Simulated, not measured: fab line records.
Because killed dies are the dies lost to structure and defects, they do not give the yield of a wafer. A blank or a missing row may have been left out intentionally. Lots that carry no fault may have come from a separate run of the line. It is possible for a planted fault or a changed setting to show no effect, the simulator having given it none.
Problem report, 8D (eight disciplines) form, completed by code -- flow nandHarc -- the parts of the form that need people (team, actions taken, sign-off) are left out

1. THE PROBLEM
killedAtPeriphery at NHARC_END_SORT_01 reads a mean of 616.5 on 6 wafers of 2 lots; wafers without a fault read 3.5 with a standard deviation of 2.2. So: +99 or more standard deviations from the usual mean.
First seen on wafer L925.1, day 29 21:08, on prober-01. At this step, 6 wafers from 2 lots have a number in the record. Rule for "out", or "out of limits": more than 4 standard deviations from the usual mean. All remaining wafers that have a number are taken as sound.

2. WHAT IT IS, WHAT IT ISN'T
question,is,is not
which readings at this step,"killedAtPeriphery, killedDies","killedAtArray, killedAtOther, killedOpen, killedShort"
which lots,"L925, L930",-
which wafers of those lots,all that have a number,-
read on which gauges,prober-01,-
when,from day 29 21:08,up to then (0 sound wafers)

3. SUSPECTS, AND WHAT RULES EACH OUT
Counting: a tool at a process step up to the reading stays a suspect if it ran every lot that is out and no sound lot after the first of them.
- the gauge at NHARC_END_SORT_01: kept. All the wafers that are out were read on prober-01, and no step on other tools shows them out.
- lithoTrack-03 at NHARC_P_GATE_DEVELOP_45 (time 70 s): kept. It ran every lot that is out, first L925 (day 11 15:00), and no sound lot after that.
The count leaves prober-01 at NHARC_END_SORT_01 and lithoTrack-03 at NHARC_P_GATE_DEVELOP_45.

4. THE CAUSE (what the simulator had put in)
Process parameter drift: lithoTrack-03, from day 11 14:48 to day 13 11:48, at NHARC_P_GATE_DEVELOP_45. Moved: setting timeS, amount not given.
Of the 2 suspects that counting leaves, this tool is one.

5. THE CHAIN OF EFFECTS, in route order
Each row: a reading whose mean over the struck wafers that have a number lies more than 3 standard deviations from the usual. Only readings whose record carries a usual standard deviation are examined. hours: median over the lots of the time between each lot's start at the first step of this table that gives one and its start at this step. sigmas: the change, counted in usual standard deviations.
hours,step,reading,usual,on struck wafers,change,sigmas
0,NHARC_END_SORT_01,killedAtPeriphery,3.5,616.5,+613.0,+99 or more
0,NHARC_END_SORT_01,killedDies,63,677,+614,+31

6. HOW IT WOULD HAVE BEEN CAUGHT EARLIER
In this record the first reading out of limits at a measuring or inspecting step was taken at day 29 21:08, 438 hours after the fault began at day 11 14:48.
The start of NHARC_P_GATE_DEVELOP_45 on lithoTrack-03 came by day 29 21:08 for every one of the lots that are out (2). None of them would have been spared by holding the tool at that moment.
